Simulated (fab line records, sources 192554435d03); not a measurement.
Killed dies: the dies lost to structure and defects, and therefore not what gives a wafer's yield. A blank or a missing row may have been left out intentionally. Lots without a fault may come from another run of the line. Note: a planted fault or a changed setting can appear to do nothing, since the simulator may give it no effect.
Matching of chambers	flow n5-finfet	4 sister chambers for N5_MOL_CONTACT_COAG_ETCHBACK_132 on rie-diel-06
The step etches SiO2 in CHF3, target depth 10 nm, time 6.7 s. 22 wafers are shown with their chamber, then 11 later ones without.

== EACH WAFER AND ITS CHAMBER ==
wafer	chamber	drypump-motor-current-A (A)	showerhead-plenum-p-Torr (Torr)	rf-vpp-V (V)
L074.1	1	5.4	2.36	515
L074.2	0	5.5	2.48	524
L074.3	2	5.4	2.36	518
L078.1	1	5.3	2.36	514
L078.2	0	5.5	2.48	526
L078.3	2	5.4	2.35	516
L081.1	2	5.4	2.35	517
L081.2	0	5.5	2.48	526
L081.6	3	6.8	2.47	522
L082.2	1	5.3	2.35	515
L082.5	1	5.3	2.35	514
L082.6	3	6.8	2.47	521
L083.1	1	5.3	2.35	514
L083.3	0	5.5	2.47	526
L083.5	3	6.8	2.47	521
L084.1	0	5.5	2.47	525
L084.3	3	6.8	2.47	520
L084.6	3	6.8	2.47	521
L087.3	3	6.8	2.46	521
L087.5	3	6.7	2.46	521
L087.6	0	5.5	2.47	523
L089.1	1	5.3	2.35	514

SIGNATURES, as means of the wafers listed above
reading	chamber 0	chamber 1	chamber 2	chamber 3	scatter within a chamber
drypump-motor-current-A	5.500	5.317	5.400	6.786	0.0306
showerhead-plenum-p-Torr	2.4750	2.3533	2.3533	2.4671	0.00523
rf-vpp-V	525.00	514.33	517.00	521.00	0.861
Rule: a wafer lies at a distance from a chamber equal to the root of the sum of squares, over the readings, of (its reading less the chamber's mean, divided by the reading's scatter). The wafer belongs to the nearest chamber; if the next one is less than 2 further off, it can't be placed. The scatter: the root of (the sum of the squares of (reading less its chamber's mean) over the shown wafers, divided by (wafers less chambers)).

== WAFERS WITHOUT THEIR CHAMBER ==
wafer	drypump-motor-current-A (A)	showerhead-plenum-p-Torr (Torr)	rf-vpp-V (V)
L089.3	5.5	2.47	525
L089.6	5.4	2.35	517
L091.1	5.4	2.35	513
L091.5	5.5	2.47	525
L091.6	6.8	2.46	521
L094.2	6.8	2.46	519
L094.4	5.4	2.34	518
L094.6	5.5	2.47	524
L095.1	6.8	2.46	521
L095.4	5.5	2.47	525
L095.6	5.5	2.47	526

== CHAMBER TAKEN BY EACH ==
wafer	from the rows above	in truth
L089.3	0	0
L089.6	2	2
L091.1	can't be placed: 1 or 2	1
L091.5	0	0
L091.6	3	3
L094.2	3	3
L094.4	2	2
L094.6	0	0
L095.1	3	3
L095.4	0	0
L095.6	0	0
10 of 11 placed correctly. Cannot be placed on the basis of these rows: 1; the candidates contain the true chamber in 1. Number placed wrongly: 0.
